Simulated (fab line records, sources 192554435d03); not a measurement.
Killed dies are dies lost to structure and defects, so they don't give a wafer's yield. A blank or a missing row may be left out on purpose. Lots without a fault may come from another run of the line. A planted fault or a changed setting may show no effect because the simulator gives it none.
Split-lot experiment | flow n5_finfet | 7 lots, 21 wafers read, on a route of 1938 steps

THE SPLIT
At N5_MIM_BOT_LITHO_EXPOSE_05 (exposes mask MIM BOT), the setting dose_mj was moved away from the recipe's 24.25 on 7 of the 21 wafers read, by -3.8% to +5.8%. The other wafers ran this setting at the recipe's value.

FROM THE SPLIT TO THE READING: what the file shows between them, 3 steps
- N5_MIM_BOT_LITHO_PEB_06
- N5_MIM_BOT_LITHO_DEVELOP_07: develop time 60 s
- N5_MIM_BOT_LITHO_HARDBAKE_09: time 120 s

THE READING
cd_nm, in nm, at N5_MIM_BOT_LITHO_CD_MEAS_08 (target cd 3000 nm). Fault-free wafers of this fab line usually give 2999.7 nm, standard deviation 2 nm.

wafer  | tool, chamber at the split | dose_mj as run | against the recipe | cd_nm, nm | against lot-mates on the recipe
L074.1 | krf_scanner-02, 0          | 24.25          | recipe             | 3002.2    | -
L074.2 | krf_scanner-02, 0          | 25.56          | +5.4%              | 3008.7    | +6.5
L074.5 | krf_scanner-02, 0          | 25.56          | +5.4%              | 3011.7    | +9.5
L079.1 | krf_scanner-01, 0          | 24.25          | recipe             | 3000.3    | -
L079.3 | krf_scanner-01, 0          | 25.1           | +3.5%              | 3005.5    | +5.5
L079.4 | krf_scanner-01, 0          | 24.25          | recipe             | 2999.7    | -
L087.1 | krf_scanner-01, 0          | 24.25          | recipe             | 3001.9    | -
L087.4 | krf_scanner-01, 0          | 24.25          | recipe             | 3000.0    | -
L087.6 | krf_scanner-01, 0          | 24.25          | recipe             | 3002.1    | -
L089.3 | krf_scanner-02, 0          | 24.25          | recipe             | 2998.2    | -
L089.5 | krf_scanner-02, 0          | 25.66          | +5.8%              | 3006.8    | +9.4
L089.6 | krf_scanner-02, 0          | 24.25          | recipe             | 2996.6    | -
L088.3 | krf_scanner-02, 0          | 24.25          | recipe             | 3000.1    | -
L088.4 | krf_scanner-02, 0          | 24.25          | recipe             | 3003.7    | -
L088.5 | krf_scanner-02, 0          | 23.32          | -3.8%              | 2992.4    | -9.5
L094.1 | krf_scanner-01, 0          | 24.25          | recipe             | 3000.3    | -
L094.2 | krf_scanner-01, 0          | 24.25          | recipe             | 2998.9    | -
L094.4 | krf_scanner-01, 0          | 24.25          | recipe             | 3001.3    | -
L097.1 | krf_scanner-02, 0          | 24.25          | recipe             | 3000.8    | -
L097.2 | krf_scanner-02, 0          | 23.52          | -3.0%              | 2992.1    | -8.7
L097.6 | krf_scanner-02, 0          | 23.52          | -3.0%              | 2993.9    | -6.9

THE FIT
A straight line over all 21 wafers: cd_nm changes by +1.75 nm for each +1% of dose_mj; r = +0.92; the points scatter about the line by 1.9 nm.
The same after taking each lot's own level away (the mean of its wafers on the recipe; 21 wafers): +1.82 nm for each +1%; r = +0.96; scatter 1.4 nm.
On that fit, the largest move of dose_mj shifts the reading by 11 nm.
The lots' own levels span 2997.40 to 3002.20 nm, that is 2.4 times the standard deviation above.
So the lot-to-lot level changes the slope little: the two slopes agree.
Check: with one of the wafers moved furthest among these (+5.8%) left out of the fit, the line predicts +10.2 nm for it against its lot-mates. It came out at +9.4 nm against them.

OTHER SPLITS ON THESE WAFERS
These wafers also went through other splits before the reading. Each is held against what the fit with the lots' levels taken away leaves over:
other split on the same wafers | wafers away from the commonest value | r with cd_nm (lot level and that fit taken away)
N5_BEOL_M15_COAT_60 spin_rpm   | 6                                    | +0.01
N5_BEOL_M15_PEB_26 peb_time_s  | 5                                    | -0.34

THE FILE'S OWN FIT
cd_nm changes by +1.78 nm for each +1% of dose_mj, r = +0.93.
